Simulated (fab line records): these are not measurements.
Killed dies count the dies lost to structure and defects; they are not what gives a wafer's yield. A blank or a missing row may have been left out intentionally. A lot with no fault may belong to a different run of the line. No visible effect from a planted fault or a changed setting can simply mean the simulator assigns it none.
Struck lot and sound lot, side by side :: flow nandHarc :: 12 steps out of a route of 1302
Sound: wafers L606.1, L606.3, L606.6. Wafers L612.1, L612.3, L612.4 were the ones struck. Last of all comes the cause.
Order at every step that has rows: each side's tool, ch and its chambers, its first start. Under that, the readings that differ: sound wafers :: struck wafers :: difference of the means :: sigmas: that difference in standard deviations of wafers without a fault.
alike: readings with means less than 2 such deviations apart, plus words and numbers identical on both sides. not compared: withheld readings, readings lacking a value on some wafer, bounds such as >300 that could conceal the same value, and numbers that have no deviation in the record and whose values overlap.
Wherever a step has rows on one side only, a row that says differs or no value, or a row with sigmas, the two part there. Numbers that have no deviation but don't overlap get no sigmas and don't part them. A reading missing from all wafers of one side parts the sides only when that side holds two or more wafers.

first, 1 step without rows for these wafers: NHARC_A_CHANNEL_FILL_D2_ANNEAL_22 (time 7200 s).
NHARC_A_CHANNEL_FILL_D2_ALD_25: deposits SiOx, target thk 60 nm, pulse time 10 s, ald cycles 600.
  sound on aldHk-02 ch 1,3, day 16 21:44; struck on aldHk-04 ch 1,2,3, day 19 13:13
  alike: heaterPowerW, precursorPulseHeightRel
NHARC_A_CHANNEL_FILL_D2_ETCHBACK_08: etches the open film in C4F8, target depth 220 nm, time 110 s.
  sound on rieDiel-12 ch 0,2,3; struck on rieDiel-05 ch 0,1,3
  alike: oesProductAu, rfVppV
  not compared: rfHoursCounterH
NHARC_A_CHANNEL_FILL_D2_STRIP_29: strips in O2, time 20 s.
  sound on rieDiel-12 ch 1,3; struck on rieDiel-05 ch 0,2,3
  alike: drypumpMotorCurrentA, oesProductAu, rfVppV, showerheadPlenumPTorr, throttleValvePct
  not compared: rfHoursCounterH
then, 3 steps without rows for these wafers: NHARC_A_CHANNEL_FILL_D2_PRECLEAN_30 (cleans in dHF, time 30 s); NHARC_A_CHANNEL_FILL_D2_SRD_31; NHARC_A_CHANNEL_FILL_D2_CVD_09 (deposits poly-Si, target thk 150 nm, time 3000 s).
NHARC_A_CHANNEL_FILL_D2_CMP_10: polishes, target thk 150 nm.
  sound on cmp-02 ch 0,2,3, day 17 08:32; struck on cmp-01 ch 0,1,2, day 19 23:52
  alike: motorCurrentA, retainingRingPressureFrac, timeToEndpointS
  not compared: padLifeWafers
then, 1 step without rows for these wafers: NHARC_A_CHANNEL_FILL_D2_SRD_12.
NHARC_A_CHANNEL_FILL_D2_RTA_24: time 5 s.
  sound on rtpAnneal-01 ch 0, day 17 08:55; struck on rtpAnneal-01 ch 0, day 20 00:40
  alike: lampPowerPct, wafer_temp_C_max
NHARC_A_CHANNEL_FILL_D2_INSPECT_13:
  sound on defectInspect-02, day 17 09:07; struck on defectInspect-02, day 20 00:52
  alike: rawDefectCount
-- the record jumps here: 8 days lie between the struck wafers' starts before and after (it left off in module A_CHANNEL_FILL_D2 and takes up again in module END, whose first step shown is number 1302 of the route) --
NHARC_END_SORT_01:
  only the struck wafers appear in the record here, on prober-02 ch 0 at day 28 11:53; the sound ones have no rows

WHERE THEY PART
Within this record, at NHARC_END_SORT_01 only.

WHY: whatever the simulator had introduced
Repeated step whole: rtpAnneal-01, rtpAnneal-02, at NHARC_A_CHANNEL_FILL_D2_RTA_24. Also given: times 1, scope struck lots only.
